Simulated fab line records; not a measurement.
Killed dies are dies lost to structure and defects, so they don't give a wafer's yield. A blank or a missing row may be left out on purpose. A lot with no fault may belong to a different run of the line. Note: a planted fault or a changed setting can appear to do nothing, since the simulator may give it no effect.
Chamber matching || flow n5Finfet || N5_BEOL_M0_SAQP_PECVD_97 on pecvd-01: 3 sister chambers
The step deposits SiNx from SiH4/NH3/N2, target thk 23 nm, time 19.9 s. 6 wafers are shown with their chamber, then 10 later ones without.

## EACH WAFER AND ITS CHAMBER
{"wafer": "L078.3", "chamber": 1, "throttleValvePct (%)": 36.2, "showerheadPlenumPTorr (Torr)": 5.15}
{"wafer": "L080.2", "chamber": 2, "throttleValvePct (%)": 36.0, "showerheadPlenumPTorr (Torr)": 5.12}
{"wafer": "L080.4", "chamber": 2, "throttleValvePct (%)": 36.0, "showerheadPlenumPTorr (Torr)": 5.12}
{"wafer": "L080.6", "chamber": 0, "throttleValvePct (%)": 41.4, "showerheadPlenumPTorr (Torr)": 5.21}
{"wafer": "L082.2", "chamber": 0, "throttleValvePct (%)": 41.8, "showerheadPlenumPTorr (Torr)": 5.22}
{"wafer": "L082.5", "chamber": 1, "throttleValvePct (%)": 36.3, "showerheadPlenumPTorr (Torr)": 5.15}

## WAFERS WITHOUT THEIR CHAMBER
{"wafer": "L082.6", "throttleValvePct (%)": 35.9, "showerheadPlenumPTorr (Torr)": 5.12}
{"wafer": "L084.2", "throttleValvePct (%)": 36.5, "showerheadPlenumPTorr (Torr)": 5.14}
{"wafer": "L084.4", "throttleValvePct (%)": 36.3, "showerheadPlenumPTorr (Torr)": 5.15}
{"wafer": "L084.6", "throttleValvePct (%)": 36.1, "showerheadPlenumPTorr (Torr)": 5.11}
{"wafer": "L086.2", "throttleValvePct (%)": 36.4, "showerheadPlenumPTorr (Torr)": 5.15}
{"wafer": "L086.3", "throttleValvePct (%)": 36.2, "showerheadPlenumPTorr (Torr)": 5.09}
{"wafer": "L086.6", "throttleValvePct (%)": 36.4, "showerheadPlenumPTorr (Torr)": 5.11}
{"wafer": "L096.1", "throttleValvePct (%)": 36.7, "showerheadPlenumPTorr (Torr)": 5.11}
{"wafer": "L096.3", "throttleValvePct (%)": 36.2, "showerheadPlenumPTorr (Torr)": 5.13}
{"wafer": "L096.4", "throttleValvePct (%)": 36.5, "showerheadPlenumPTorr (Torr)": 5.15}

## EACH ONE'S CHAMBER
{"wafer": "L082.6", "from the rows above": 2, "in truth": 2}
{"wafer": "L084.2", "from the rows above": 1, "in truth": 1}
{"wafer": "L084.4", "from the rows above": 1, "in truth": 1}
{"wafer": "L084.6", "from the rows above": 2, "in truth": 2}
{"wafer": "L086.2", "from the rows above": 1, "in truth": 1}
{"wafer": "L086.3", "from the rows above": 2, "in truth": 2}
{"wafer": "L086.6", "from the rows above": 2, "in truth": 2}
{"wafer": "L096.1", "from the rows above": 2, "in truth": 2}
{"wafer": "L096.3", "from the rows above": 2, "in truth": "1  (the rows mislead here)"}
{"wafer": "L096.4", "from the rows above": 1, "in truth": 1}
Placed correctly: 9 of 10. Left unplaced by these rows: 0. 1 placed wrongly.
How it was worked out, from the rows above alone: a wafer's distance from a chamber is the root of the sum, over the readings, of the square of ((its reading less the chamber's mean) divided by the reading's scatter). The wafer belongs to the nearest chamber; if the next one is less than 2 further off, it can't be placed. For every chamber, the mean is computed from those of its wafers that are shown. The scatter: take each reading less its chamber's mean, square it, sum over the shown wafers, divide by the number of wafers less the number of chambers, and take the root.
